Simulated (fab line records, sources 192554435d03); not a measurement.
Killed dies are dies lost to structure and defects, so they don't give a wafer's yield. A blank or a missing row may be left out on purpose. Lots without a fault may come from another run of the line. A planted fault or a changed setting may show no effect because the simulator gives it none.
Chamber matching | flow n5_finfet | N5_BEOL_M13_ETCH_68 on rie_diel-01: 4 sister chambers
The step etches SOC in N2/H2, time 355 s. 4 wafers are shown with their chamber, then 9 later ones without.

WAFERS WITH THEIR CHAMBER
wafer  | chamber | showerhead_plenum_p_Torr (Torr)
L086.6 | 2       | 2.43
L089.1 | 1       | 2.46
L089.2 | 0       | 2.61
L089.6 | 3       | 2.51

WAFERS WITHOUT THEIR CHAMBER
wafer  | showerhead_plenum_p_Torr (Torr)
L092.1 | 2.45
L092.2 | 2.61
L092.5 | 2.43
L093.1 | 2.43
L093.2 | 2.61
L093.5 | 2.45
L096.2 | 2.45
L096.5 | 2.51
L096.6 | 2.60

WHICH CHAMBER EACH WENT THROUGH
wafer  | from the rows above     | in truth
L092.1 | can't be placed: 1 or 2 | 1
L092.2 | 0                       | 0
L092.5 | 2                       | 2
L093.1 | 2                       | 2
L093.2 | 0                       | 0
L093.5 | can't be placed: 1 or 2 | 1
L096.2 | can't be placed: 1 or 2 | 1
L096.5 | 3                       | 3
L096.6 | 0                       | 0
Placed correctly: 6 of 9. Can't be placed from these rows: 3 (the true chamber is among the candidates in 3). Placed wrongly: 0.
How it was worked out, from the rows above alone: a wafer's distance from a chamber is the root of the sum, over the readings, of the square of ((its reading less the chamber's mean) divided by the reading's scatter). The wafer belongs to the nearest chamber; if the next one is less than 2 further off, it can't be placed. A chamber's mean is the mean of its shown wafers. The scatter: with one shown wafer a chamber, the root of the mean of the squares of how far each hidden wafer lies from its nearest shown one.
